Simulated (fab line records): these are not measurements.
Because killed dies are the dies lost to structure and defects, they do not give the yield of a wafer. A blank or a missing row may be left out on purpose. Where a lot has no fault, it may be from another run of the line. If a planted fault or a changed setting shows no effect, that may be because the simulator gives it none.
fab line records	flow n5_finfet
record: lots: 6	wafers: 18	last_day: 18
route steps=1938 shown BEOL_M2@861 BEOL_M4@1111 PASSIVATION@1936
lots that met no fault: from a run of the same line without faults
start_h: hours from the record's first day to the start of the lot's first wafer shown	wait_h: time in hours since the lot's previous step	" identical to the entry in the row above	L1.1+2: one row covering several wafers at once	- no value present, or no start provided	* or withheld: withheld	< > ~ a bound
route shown NAME@n: NAME is a module with steps in the file, n the number in the route of the first one	usual: mean/standard deviation of fault-free wafers	same: alike in all rows	chamber/n: place in a boat	sites: readings site by site	_std_site: the values' standard deviation	_edge_site: mean of outer sites minus mean of inner sites	radius_mm: how far each site lies from the wafer's centre	mask NAME#n: copy n	behind: tool/chamber where the wafer was last shaped	hold: the reason the lot was held/the length of the hold in hours/how it ended	device: the n, p or np transistor that did not switch	end of line: tests of these same wafers at the route's end	a step without rows: its recipe alone	killed: not the wafer's yield, but the dies lost to structure and defects at the first sort	map: dies across one wafer; x = killed, . = not, _ = none there
set.NAME: the run value of the setting; set.NAME@STEP: its run value at that earlier step	model.NAME: the simulator's own value behind a step, which no gauge read
lots seen at some steps along the route; tables by step, rows by wafer
services: from which hour (start_h, from the record's first day; less than 0 if before it) a tool's chamber was out of use, for how many hours, and why
== steps ==
step: N5_BEOL_M2_STRIP_65
recipe: chemistry: N2/H2	temp_c: 40	n2_flow_sccm: 200	h2_flow_sccm: 200	rf_frequency_hz: 6e+07
step: N5_BEOL_M2_STRIP_75
recipe: chemistry: N2/H2	temp_c: 40	n2_flow_sccm: 200	h2_flow_sccm: 200	rf_frequency_hz: 6e+07
step: N5_BEOL_M2_STRIP_66
recipe: chemistry: CF4	resist: SiARC	power_w: 300	bias_power_w: 75	pressure_mtorr: 50	cf4_flow_sccm: 150	rf_frequency_hz: 6e+07
usual: drypump_motor_current_A: 5.7/0.45	oes_product_au: 0.79/0.095	rf_vpp_V: 270.8/1.5	showerhead_plenum_p_Torr: 1.77/0.05	throttle_valve_pct: 13.66/0.29
lot.wafer	tool	chamber	start_h	wait_h	drypump_motor_current_A	oes_product_au	rf_hours_counter_h	rf_vpp_V	showerhead_plenum_p_Torr	throttle_valve_pct
L620.1	rie_diel-03	3	194.07	0.0	5.3	0.70	215	271.3	1.78	13.65
L620.3	"	0	"	"	5.7	0.73	172	269.5	1.72	13.86
L620.6	"	3	"	"	5.3	0.69	-	272.0	1.78	13.68
L624.1	rie_diel-06	2	202.25	0.0	5.5	0.79	106	272.0	1.81	13.43
L624.3	"	1	"	"	5.8	0.75	148	268.7	1.72	13.76
L624.5	"	3	"	"	4.9	0.68	-	269.6	1.76	14.13
L625.1	rie_diel-06	1	227.91	0.0	5.8	0.74	158	267.8	1.72	13.78
L625.2	"	0	"	"	5.7	0.93	9	270.6	1.76	13.40
L625.5	"	3	"	"	4.9	0.99	-	270.0	1.76	13.56
L626.1	rie_diel-06	1	235.19	0.0	5.8	0.74	162	268.2	1.72	13.79
L626.2	"	2	"	"	5.5	0.78	119	271.5	1.80	13.46
L626.3	"	0	"	"	5.7	0.92	13	269.8	1.76	13.41
L630.1	rie_diel-06	0	247.18	0.0	5.7	0.90	20	270.8	1.76	13.42
L630.3	"	1	"	"	5.8	0.73	168	270.5	1.72	13.80
L630.5	"	1	"	"	5.8	0.73	-	268.6	1.72	13.81
L634.1	rie_diel-03	0	272.87	0.0	5.7	0.71	207	268.6	1.71	13.94
L634.3	"	1	"	"	5.5	0.91	20	270.9	1.75	13.56
L634.5	"	0	"	"	5.7	0.71	-	268.9	1.71	13.93
step: N5_BEOL_M2_HM_OPEN_17
recipe: chemistry: Cl2/BCl3	target_depth_a: 200	overetch_a: 60	target: TiN	mask_material: SOC	ion_energy_ev: 150	pressure_mtorr: 10	icp_w: 1000	bias_w: 126	Cl2_flow_sccm: 53.25	bcl3_flow_sccm: 21.75	Ar_flow_sccm: 25
usual: bias_w: 126.0/0.37	drypump_motor_current_A: 5.82/0.26	oes_product_au: 0.65/0.086	throttle_valve_pct: 22.11/0.21
lot.wafer	tool	chamber	start_h	wait_h	bias_w	drypump_motor_current_A	oes_product_au	rf_hours_counter_h	throttle_valve_pct
L620.1	rie_metal-01	1	194.16	0.1	126.6	6.14	0.53	113	22.09
L620.3	"	1	"	"	126.5	6.15	0.52	-	22.10
L620.6	"	1	"	"	126.2	6.15	0.53	-	22.09
L624.1	rie_metal-03	0	202.29	0.0	126.2	6.07	0.75	17	22.19
L624.3	"	0	"	"	126.1	6.02	0.76	-	22.20
L624.5	"	1	"	"	126.4	5.47	0.67	-	22.33
L625.1	rie_metal-02	0	227.95	0.0	125.6	5.66	0.60	79	21.65
L625.2	"	0	"	"	125.2	5.63	0.60	-	21.65
L625.5	"	0	"	"	125.3	5.66	0.60	-	21.66
L626.1	rie_metal-03	0	235.29	0.1	125.6	6.00	0.75	19	22.21
L626.2	"	1	"	"	126.3	5.47	0.65	38	22.35
L626.3	"	0	"	"	125.5	6.07	0.74	-	22.21
L630.1	rie_metal-02	1	247.22	0.0	125.8	5.34	0.84	2	22.31
L630.3	"	1	"	"	126.3	5.35	0.82	-	22.33
L630.5	"	0	"	"	126.7	5.66	0.60	-	21.65
L634.1	rie_metal-01	0	272.92	0.0	126.0	5.91	0.58	67	22.13
L634.3	"	0	"	"	126.1	5.91	0.59	-	22.13
L634.5	"	0	"	"	126.3	5.93	0.59	-	22.13
step: N5_BEOL_M2_STRIP_19
recipe: chemistry: O2	power_w: 400	temp_c: 40	pressure_mtorr: 30	rf_frequency_hz: 6e+07	bias_power_w: 0	overash_fraction: 0.2	o2_flow_sccm: 225
usual: drypump_motor_current_A: 5.6/0.38	oes_product_au: 0.78/0.095	rf_vpp_V: 3.6/0.5	showerhead_plenum_p_Torr: 2.07/0.064	throttle_valve_pct: 16.79/0.25
lot.wafer	tool	chamber	start_h	wait_h	drypump_motor_current_A	oes_product_au	rf_hours_counter_h	rf_vpp_V	showerhead_plenum_p_Torr	throttle_valve_pct
L620.1	rie_diel-06	3	194.38	0.2	4.9	0.68	247	4.0	2.06	17.24
L620.3	"	2	"	"	5.5	0.80	102	3.7	2.11	16.48
L620.6	"	2	"	"	5.5	0.80	-	3.4	2.11	16.48
L624.1	rie_diel-03	1	202.40	0.1	5.5	0.68	247	3.2	2.07	17.21
L624.3	"	0	"	"	5.7	0.73	176	3.4	2.00	16.92
L624.5	"	3	"	"	5.3	0.69	-	2.9	2.07	16.68
L625.1	rie_diel-03	1	228.17	0.2	5.5	1.00	0	4.1	2.07	16.74
L625.2	"	0	"	"	5.7	0.72	187	3.3	2.00	16.93
L625.5	"	3	"	"	5.3	0.69	-	2.8	2.07	16.71
L626.1	rie_diel-03	3	235.62	0.3	5.3	0.69	234	3.0	2.06	16.71
L626.2	"	1	"	"	5.5	0.97	5	3.9	2.07	16.75
L626.3	"	2	"	"	5.8	0.87	51	3.8	2.22	16.52
L630.1	rie_diel-06	3	247.35	0.1	4.9	0.98	11	4.2	2.06	16.79
L630.3	"	1	"	"	5.8	0.74	169	3.4	2.00	16.87
L630.5	"	3	"	"	4.9	0.98	-	2.8	2.06	16.79
L634.1	rie_diel-03	0	273.12	0.2	5.7	0.70	207	3.4	1.99	16.95
L634.3	"	2	"	"	5.8	0.85	68	4.5	2.21	16.58
L634.5	"	1	"	"	5.4	0.93	-	4.2	2.06	16.77
step: N5_BEOL_M2_CD_MEAS_18
recipe: pitch_nm: 36	target_cd_nm: 18
usual: cd_nm: 18.06/0.27
lot.wafer	tool	chamber	start_h	wait_h	cd_nm
L620.1	cd_sem-01	-	194.45	0.0	17.86
L620.3	"	-	"	"	18.14
L620.6	"	-	"	"	17.54
L624.1	cd_sem-03	-	202.47	0.0	18.14
L624.3	"	-	"	"	18.51
L624.5	"	-	"	"	18.16
L625.1	cd_sem-03	-	228.24	0.0	18.52
L625.2	"	-	"	"	18.58
L625.5	"	-	"	"	17.88
L626.1	cd_sem-03	-	235.69	0.0	17.87
L626.2	"	-	"	"	18.14
L626.3	"	-	"	"	17.81
L630.1	cd_sem-02	-	247.42	0.0	17.83
L630.3	"	-	"	"	18.45
L630.5	"	-	"	"	17.82
L634.1	cd_sem-01	-	273.19	0.0	18.02
L634.3	"	-	"	"	17.97
L634.5	"	-	"	"	17.92
step: N5_BEOL_M2_COAT_67
recipe: resist: SOC	temp_c: 250	time_s: 60	spin_rpm: 1500	resist_thk_nm: 60
step: N5_BEOL_M2_COAT_68
recipe: resist: SiARC	temp_c: 220	time_s: 60	spin_rpm: 1500	resist_thk_nm: 12
step: N5_BEOL_M2_COAT_76
recipe: resist: underlayer	temp_c: 205	time_s: 60	spin_rpm: 1500	resist_thk_nm: 5
step: N5_BEOL_M2_COAT_22
recipe: resist: CAR-EUV	spin_rpm: 1500	resist_thk_nm: 30
step: N5_BEOL_M2_EBR_24
recipe: solvent: PGMEA	ebr_width_mm: 1.5
step: N5_BEOL_M2_SOFTBAKE_23
recipe: temp_c: 110	time_s: 60	resist: CAR-EUV
step: N5_BEOL_M2_EXPOSE_25
recipe: mask_id: V1	na: 0.33	source_shape: quasar	sigma_inner: 0.2	sigma_outer: 0.8	polarization: unpolarized	defocus_nm: 5	dose_mj: 63
usual: reticle_temp_C: 22.99/0.1
lot.wafer	tool	chamber	start_h	wait_h	mask	reticle_temp_C	model.BEOL_M2.overlay_x_nm
L620.1	euv_scanner-02	0	194.62	-	V1#0	22.99	-0.4
L620.3	"	0	"	"	V1#0	23.11	-0.4
L620.6	"	0	"	"	V1#0	22.98	-0.4
L624.1	euv_scanner-01	0	202.64	-	V1#0	22.88	0.2
L624.3	"	0	"	"	V1#0	22.84	0.2
L624.5	"	0	"	"	V1#0	22.94	0.2
L625.1	euv_scanner-02	0	228.41	-	V1#0	23.13	3.8
L625.2	"	0	"	"	V1#0	22.91	3.8
L625.5	"	0	"	"	V1#0	22.93	3.8
L626.1	euv_scanner-02	0	235.87	-	V1#0	23.08	3.8
L626.2	"	0	"	"	V1#0	22.97	3.8
L626.3	"	0	"	"	V1#0	23.18	3.8
L630.1	euv_scanner-01	0	247.72	-	V1#0	23.12	-0.2
L630.3	"	0	"	"	V1#0	22.84	-0.2
L630.5	"	0	"	"	V1#0	22.99	-0.2
L634.1	euv_scanner-01	0	273.48	-	V1#0	22.91	0.4
L634.3	"	0	"	"	V1#0	23.02	0.4
L634.5	"	0	"	"	V1#0	23.04	0.4
step: N5_BEOL_M2_PEB_26
recipe: peb_temp_c: 100	peb_time_s: 60	resist: CAR-EUV
step: N5_BEOL_M2_DEVELOP_27
recipe: develop_time_s: 30	developer: TMAH	resist: CAR-EUV	rinse_liquid: surfactant_rinse	dry: air_spin	dev_temp_c: 23
step: N5_BEOL_M2_CD_MEAS_28
recipe: target_cd_nm: 26.2	landing_energy_ev: 500	detector: se_inlens	target_cd_y_nm: 24.1	polarity: opening
usual: cd_nm: 26.11/0.23
lot.wafer	tool	chamber	start_h	wait_h	cd_nm
L620.1	cd_sem-03	0	194.77	-	25.78
L620.3	"	0	"	"	25.95
L620.6	"	0	"	"	25.79
L624.1	cd_sem-01	0	202.79	-	26.09
L624.3	"	0	"	"	25.60
L624.5	"	0	"	"	25.98
L625.1	cd_sem-03	0	228.56	-	26.19
L625.2	"	0	"	"	26.14
L625.5	"	0	"	"	25.66
L626.1	cd_sem-02	0	236.01	-	25.99
L626.2	"	0	"	"	26.14
L626.3	"	0	"	"	26.33
L630.1	cd_sem-03	0	247.87	-	25.92
L630.3	"	0	"	"	26.10
L630.5	"	0	"	"	26.25
L634.1	cd_sem-01	0	273.63	-	26.44
L634.3	"	0	"	"	26.03
L634.5	"	0	"	"	26.30
step: N5_BEOL_M2_OVL_MEAS_29
recipe: points_per_wafer: 522
usual: V1_OVL: -0.4/0.73
same: points_per_wafer: 522
lot.wafer	tool	chamber	start_h	wait_h	V1_OVL[nm]
L620.1	overlay-02	0	194.80	0.0	-1.1
L620.3	"	0	"	"	-2.0
L620.6	"	0	"	"	-0.7
L624.1	overlay-01	0	202.82	0.0	-0.7
L624.3	"	0	"	"	0.1
L624.5	"	0	"	"	-0.1
L625.1	overlay-01	0	228.59	0.0	4.1
L625.2	"	0	"	"	3.6
L625.5	"	0	"	"	3.3
L626.1	overlay-01	0	236.04	0.0	3.7
L626.2	"	0	"	"	3.0
L626.3	"	0	"	"	3.8
L630.1	overlay-02	0	247.90	0.0	-0.6
L630.3	"	0	"	"	0.3
L630.5	"	0	"	"	0.7
L634.1	overlay-01	0	273.66	0.0	-0.3
L634.3	"	0	"	"	-0.4
L634.5	"	0	"	"	0.5
step: N5_BEOL_M2_INSPECT_30
recipe: mode: adi	inspect_instrument: brightfield
usual: raw_defect_count: 490/110
lot.wafer	tool	chamber	start_h	wait_h	raw_defect_count
L620.1	defect_inspect-01	-	194.86	0.1	566
L620.3	"	-	"	"	399
L620.6	"	-	"	"	595
L624.1	defect_inspect-01	-	202.88	0.1	775
L624.3	"	-	"	"	686
L624.5	"	-	"	"	683
L625.1	defect_inspect-01	-	228.65	0.1	450
L625.2	"	-	"	"	368
L625.5	"	-	"	"	330
L626.1	defect_inspect-01	-	236.10	0.1	424
L626.2	"	-	"	"	411
L626.3	"	-	"	"	487
L630.1	defect_inspect-01	-	247.96	0.1	673
L630.3	"	-	"	"	446
L630.5	"	-	"	"	550
L634.1	defect_inspect-02	-	273.72	0.1	544
L634.3	"	-	"	"	349
L634.5	"	-	"	"	562
step: N5_BEOL_M4_RC_MEAS_101
usual: DIBL_N: 35.9/1.2	DIBL_P: 35.9/1.4	IOFF_N: 0.149/0.02	IOFF_P: 0.205/0.022	ION_N: 671/8.8	ION_P: 461/5.9	SS_N: 71.4/0.51	SS_P: 73.2/0.56	VT_N: 250.6/2.5	VT_P: -250.1/2.3
lot.wafer	tool	chamber	start_h	wait_h	DIBL_N[mV/V]	DIBL_P[mV/V]	IOFF_N[nA/um]	IOFF_P[nA/um]	ION_N[uA/um]	ION_P[uA/um]	SS_N[mV/dec]	SS_P[mV/dec]	VT_N[mV]	VT_P[mV]
L620.1	prober-02	0	267.56	0.0	35.0	36.1	0.154	0.210	674	467	71.7	73.2	251.4	-251.4
L620.3	"	0	"	"	34.5	35.1	0.139	0.192	668	459	71.5	73.2	252.8	-252.5
L620.6	"	0	"	"	33.9	34.2	0.129	0.174	657	453	70.8	72.5	253.4	-252.9
L624.1	prober-02	0	269.15	0.0	37.6	35.5	0.148	0.225	663	461	71.2	72.8	248.3	-250.1
L624.3	"	0	"	"	35.6	32.9	0.119	0.185	654	460	70.3	72.2	252.7	-252.9
L624.5	"	0	"	"	36.2	34.1	0.125	0.201	661	463	70.9	72.0	254.0	-249.6
L625.1	prober-02	0	284.46	0.0	34.5	35.0	0.125	0.175	662	455	71.2	72.9	256.7	-250.0
L625.2	"	0	"	"	35.3	36.2	0.139	0.190	663	458	71.7	72.8	252.8	-253.9
L625.5	"	0	"	"	34.7	34.9	0.128	0.178	660	454	71.3	73.1	252.0	-252.1
L626.1	prober-02	0	289.71	0.0	34.6	36.9	0.157	0.241	675	469	71.3	73.3	247.0	-247.1
L626.2	"	0	"	"	34.2	36.3	0.151	0.231	674	471	70.7	73.7	249.5	-248.0
L626.3	"	0	"	"	33.3	35.0	0.136	0.206	667	458	71.2	72.8	251.2	-248.4
L630.1	prober-02	0	322.35	0.0	37.1	36.8	0.147	0.197	671	460	71.9	73.4	252.4	-251.4
L630.3	"	0	"	"	36.9	36.5	0.146	0.199	669	455	72.0	73.2	252.0	-251.3
L630.5	"	0	"	"	35.5	35.2	0.125	0.177	668	456	70.9	72.8	255.0	-251.4
L634.1	prober-01	0	323.55	0.0	36.0	35.9	0.149	0.191	681	461	71.5	72.7	250.7	-251.3
L634.3	"	0	"	"	33.8	33.3	0.113	0.160	656	451	71.0	72.1	252.8	-254.4
L634.5	"	0	"	"	35.4	35.5	0.137	0.192	665	457	71.2	72.9	251.9	-251.6
step: N5_PASSIVATION_PROBE_49
usual: defect_limited_yield: 91.1/1.4	killed_at_M0_to_M3: 34/10	killed_at_M4_up: 14/5.5	killed_at_contacts: 12/5.1	killed_at_front_end: 41/12	killed_at_other: 4/3.1	killed_dies: 105/17	killed_open: 70/13	killed_short: 33/7.6	sort_bin_5_function: 5.3/0.98	sort_bin_6_memory: 3.3/0.67	sort_n_pass: 1075/17	sort_yield_pct: 91.1/1.4
same: gross_dies: 1180	killed_at_back_side: 0	sort_bin_4_leakage[%]: 0	sort_bin_8_speed[%]: 0
lot.wafer	tool	chamber	start_h	wait_h	defect_limited_yield[%]	killed_at_M0_to_M3	killed_at_M4_up	killed_at_contacts	killed_at_front_end	killed_at_other	killed_dies	killed_open	killed_short	sort_bin_5_function[%]	sort_bin_6_memory[%]	sort_n_pass	sort_yield_pct[%]
L620.1	prober-02	-	373.05	0.0	92.4	29	13	7	41	0	90	51	38	4.7	2.5	1090	92.4
L620.3	prober-02	-	373.15	0.1	91.4	33	17	21	29	1	101	65	31	5.2	2.9	1079	91.4
L620.6	prober-02	-	373.30	0.3	93.9	19	6	12	33	2	72	44	26	3.4	2.6	1108	93.9
killed by level:class
L620.1 FIN_SAQP:geometric_particle:open=13 BEOL_M0_SAQP:geometric_particle:short=8 DUMMY_GATE:geometric_particle:open=7 BEOL_M0_SAQP:geometric_particle:open=7 FIN_SAQP:geometric_particle:short=6 GATE_CUT:geometric_particle:short=4 MOL_CONTACT_COAG:geometric_particle:open=4 BEOL_M2:geometric_particle:open=4
L620.3 MOL_CONTACT_COAG:geometric_particle:open=17 STI_FIN_REVEAL:geometric_particle:open=8 BEOL_M0_SAQP:geometric_particle:short=7 BEOL_M0_SAQP:geometric_particle:open=6 BEOL_M1:geometric_particle:open=6 GATE_CUT:geometric_particle:short=5 BEOL_M2:geometric_particle:open=5 MOL_CONTACT_COAG:geometric_particle:short=4
L620.6 MOL_CONTACT_COAG:geometric_particle:open=10 BEOL_M0_SAQP:geometric_particle:open=9 STI_FIN_REVEAL:geometric_particle:open=6 FIN_SAQP:geometric_particle:short=5 BEOL_M0_SAQP:geometric_particle:short=5 FIN_SAQP:geometric_particle:open=4 STARTING-WAFER:geometric_particle:short=4 DUMMY_GATE:geometric_particle:open=3
== services ==
tool	chamber	start_h	hours	kind
rie_metal-01	1	186.10	5.5	repair
rie_diel-06	0	187.27	-	clean
rie_diel-06	0	187.27	-	consumable_replace:focus_ring
rie_diel-06	0	187.27	16.8	scheduled_down
rie_diel-06	0	187.27	16.8	vent_cycle
euv_scanner-02	-	193.36	0.2	repair
rie_diel-06	3	204.37	-	clean
rie_diel-06	3	204.37	-	consumable_replace:focus_ring
rie_diel-06	3	204.37	20.5	scheduled_down
rie_diel-06	3	204.37	20.5	vent_cycle
rie_diel-03	1	211.56	-	clean
rie_diel-03	1	211.56	-	consumable_replace:focus_ring
rie_diel-03	1	211.56	15.2	scheduled_down
rie_diel-03	1	211.56	15.2	vent_cycle
euv_scanner-02	-	218.48	1.0	pm
euv_scanner-01	-	221.19	1.0	pm
euv_scanner-01	-	224.48	3.7	repair
rie_metal-03	1	246.75	18.7	repair
euv_scanner-01	-	250.83	4.6	pm
euv_scanner-01	-	257.24	1.3	repair
euv_scanner-02	-	269.29	0.8	repair
rie_diel-03	3	270.33	-	clean
rie_diel-03	3	270.33	-	consumable_replace:focus_ring
rie_diel-03	3	270.33	20.3	scheduled_down
== key ==
first_sign: step: N5_BEOL_M2_OVL_MEAS_29	reading: V1_OVL	direction: up	sigmas: 5.5	usual: -0.4	struck: 3.6
effect none on later readings
model_effect: step: N5_BEOL_M2_EXPOSE_25	value: BEOL_M2.overlay_x_nm	without: 0.6	struck: 3.8
met_at N5_BEOL_M2_EXPOSE_25
struck_wafers L625.1,L625.2,L625.5,L626.1,L626.2,L626.3
onset_between 194.62 228.41
fault: kind: scanner_matching_overlay	tool: euv_scanner-02	chamber: -	onset_h: 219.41	steps: N5_BEOL_M2_EXPOSE_25	offset: 3.1654
